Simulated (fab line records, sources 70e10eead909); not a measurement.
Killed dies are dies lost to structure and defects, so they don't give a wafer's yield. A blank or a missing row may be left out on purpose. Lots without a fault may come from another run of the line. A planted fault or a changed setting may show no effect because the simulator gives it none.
Chamber matching | flow nand_harc | NHARC_A_WL_FILL_ALD_19 on ald_metal-03: 4 sister chambers
The step deposits TiN, target thk 2 nm, pulse time 3 s, ald cycles 100. 16 wafers are shown with their chamber, then 8 later ones without.

WAFERS WITH THEIR CHAMBER
wafer  | chamber | heater_power_w (W) | precursor_pulse_height_rel
L076.1 | 1       | 1340               | 1.048
L076.3 | 2       | 1230               | 0.967
L076.6 | 1       | 1365               | 1.040
L077.1 | 2       | 1220               | 1.014
L077.2 | 1       | 1314               | 1.004
L077.5 | 2       | 1216               | 0.950
L080.2 | 1       | 1337               | 0.995
L080.4 | 0       | 1433               | 1.021
L080.5 | 2       | 1227               | 1.030
L084.1 | 0       | 1426               | 1.002
L084.2 | 1       | 1318               | 1.000
L084.3 | 2       | 1142               | 1.001
L085.1 | 1       | 1288               | 1.009
L085.3 | 3       | 1154               | 1.005
L085.6 | 3       | 1150               | 0.978
L087.1 | 0       | 1429               | 1.011

SIGNATURES (means of the wafers above)
reading                    | chamber 0 | chamber 1 | chamber 2 | chamber 3 | scatter within a chamber
heater_power_w             | 1429.33   | 1327.00   | 1207.00   | 1152.00   | 27.3
precursor_pulse_height_rel | 1.01133   | 1.01600   | 0.99240   | 0.99150   | 0.0249
Rule: a wafer's distance from a chamber is the root of the sum, over the readings, of the square of ((its reading less the chamber's mean) divided by the reading's scatter). The wafer belongs to the nearest chamber; if the next one is less than 2 further off, it can't be placed. The scatter: the root of (the sum of the squares of (reading less its chamber's mean) over the shown wafers, divided by (wafers less chambers)).

WAFERS WITHOUT THEIR CHAMBER
wafer  | heater_power_w (W) | precursor_pulse_height_rel
L087.2 | 1131               | 0.986
L087.6 | 1312               | 1.012
L090.1 | 1286               | 1.010
L090.2 | 1418               | 1.009
L090.3 | 1169               | 0.992
L092.1 | 1314               | 1.010
L092.3 | 1164               | 1.042
L092.5 | 1313               | 0.963

WHICH CHAMBER EACH WENT THROUGH
wafer  | from the rows above     | in truth
L087.2 | can't be placed: 3 or 2 | 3
L087.6 | 1                       | 1
L090.1 | can't be placed: 1 or 2 | 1
L090.2 | 0                       | 0
L090.3 | can't be placed: 3 or 2 | 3
L092.1 | 1                       | 1
L092.3 | can't be placed: 3 or 2 | 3
L092.5 | can't be placed: 1 or 2 | 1
Placed correctly: 3 of 8. Can't be placed from these rows: 5 (the true chamber is among the candidates in 5). Placed wrongly: 0.
